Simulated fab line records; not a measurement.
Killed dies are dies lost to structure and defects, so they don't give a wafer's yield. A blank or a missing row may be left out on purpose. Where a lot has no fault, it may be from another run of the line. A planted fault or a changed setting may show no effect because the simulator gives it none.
Matching of chambers ; flow n5-finfet ; N5_BEOL_M12_DEP_53 on pecvd-03: 3 sister chambers
The step deposits SiCN from 3MS/NH3, target thk 30 nm, time 10.5 s. 22 wafers are shown with their chamber, then 11 later ones without.

WAFERS PAIRED WITH THEIR CHAMBERS
wafer;chamber;showerhead-plenum-p-Torr (Torr);throttle-valve-pct (%)
L075.1;0;4.153;17.8
L075.2;2;4.149;17.2
L075.4;2;4.145;17.4
L077.2;2;4.154;17.2
L077.5;0;4.150;18.1
L077.6;2;4.168;17.2
L079.1;0;4.159;18.2
L079.2;2;4.158;17.6
L079.3;1;4.108;18.8
L079.4;0;4.143;18.1
L079.5;1;4.123;18.4
L079.6;2;4.149;17.4
L082.3;1;4.110;19.0
L082.4;2;4.155;17.2
L082.6;1;4.123;18.9
L084.2;0;4.144;18.1
L084.4;1;4.119;18.9
L084.6;0;4.150;18.3
L086.2;1;4.118;18.3
L086.5;0;4.156;18.2
L086.6;2;4.153;17.7
L087.2;0;4.152;18.3

SIGNATURES, as means of the wafers listed above
reading;chamber 0;chamber 1;chamber 2;scatter within a chamber
showerhead-plenum-p-Torr;4.15088;4.11683;4.15388;0.00633
throttle-valve-pct;18.137;18.717;17.363;0.216
Rule: a wafer lies at a distance from a chamber equal to the root of the sum of squares, over the readings, of (its reading less the chamber's mean, divided by the reading's scatter). The wafer belongs to the nearest chamber; if the next one is less than 2 further off, it can't be placed. The scatter: the root of (the sum of the squares of (reading less its chamber's mean) over the shown wafers, divided by (wafers less chambers)).

WAFERS WITHOUT THEIR CHAMBER
wafer;showerhead-plenum-p-Torr (Torr);throttle-valve-pct (%)
L087.3;4.171;17.5
L087.6;4.159;17.4
L094.1;4.144;17.4
L094.2;4.112;18.6
L094.3;4.145;18.2
L094.4;4.155;18.1
L094.5;4.124;18.8
L094.6;4.152;17.7
L093.1;4.161;17.5
L093.5;4.115;18.9
L093.6;4.155;17.8

THE CHAMBER EACH PASSED THROUGH
wafer;from the rows above;in truth
L087.3;can't be placed: 2 or 0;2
L087.6;2;2
L094.1;2;2
L094.2;1;1
L094.3;0;0
L094.4;0;0
L094.5;1;1
L094.6;can't be placed: 2 or 0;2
L093.1;2;2
L093.5;1;1
L093.6;can't be placed: 0 or 2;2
Placed correctly: 8 of 11. Can't be placed from these rows: 3 (the true chamber is among the candidates in 3). Number placed wrongly: 0.
